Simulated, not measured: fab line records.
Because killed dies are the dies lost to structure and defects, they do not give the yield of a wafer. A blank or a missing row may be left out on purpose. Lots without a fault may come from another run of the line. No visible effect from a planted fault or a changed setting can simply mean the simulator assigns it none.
Matching of chambers + flow n5 finfet + N5_BEOL_M5_STRIP_64 on rie diel-02: 4 sister chambers
The step strips in CF4. 4 wafers are shown with their chamber, then 10 later ones without.

## EACH WAFER AND ITS CHAMBER
| wafer  | chamber | drypump motor current A (A) |
|--------|---------|-----------------------------|
| L091.3 | 0       | 5.3                         |
| L092.1 | 2       | 6.4                         |
| L093.3 | 3       | 5.0                         |
| L093.5 | 1       | 5.7                         |

## WAFERS MISSING THEIR CHAMBER
| wafer  | drypump motor current A (A) |
|--------|-----------------------------|
| L093.6 | 6.4                         |
| L096.2 | 4.9                         |
| L096.5 | 6.4                         |
| L096.6 | 5.7                         |
| L097.1 | 4.9                         |
| L097.3 | 5.7                         |
| L097.6 | 5.3                         |
| L095.2 | 4.9                         |
| L095.3 | 6.3                         |
| L095.6 | 6.4                         |

## WHICH CHAMBER EACH ONE RAN IN
| wafer  | from the rows above | in truth |
|--------|---------------------|----------|
| L093.6 | 2                   | 2        |
| L096.2 | 3                   | 3        |
| L096.5 | 2                   | 2        |
| L096.6 | 1                   | 1        |
| L097.1 | 3                   | 3        |
| L097.3 | 1                   | 1        |
| L097.6 | 0                   | 0        |
| L095.2 | 3                   | 3        |
| L095.3 | 2                   | 2        |
| L095.6 | 2                   | 2        |
10 of 10 placed correctly. Left unplaced by these rows: 0. Number placed wrongly: 0.
How it was worked out, from the rows above alone: a wafer's distance from a chamber is the root of the sum, over the readings, of the square of ((its reading less the chamber's mean) divided by the reading's scatter). The wafer belongs to the nearest chamber; if the next one is less than 2 further off, it can't be placed. A chamber's mean is the mean of its shown wafers. The scatter (one wafer shown for each chamber): square how far every hidden wafer sits from the nearest shown wafer, average those squares and take the square root.
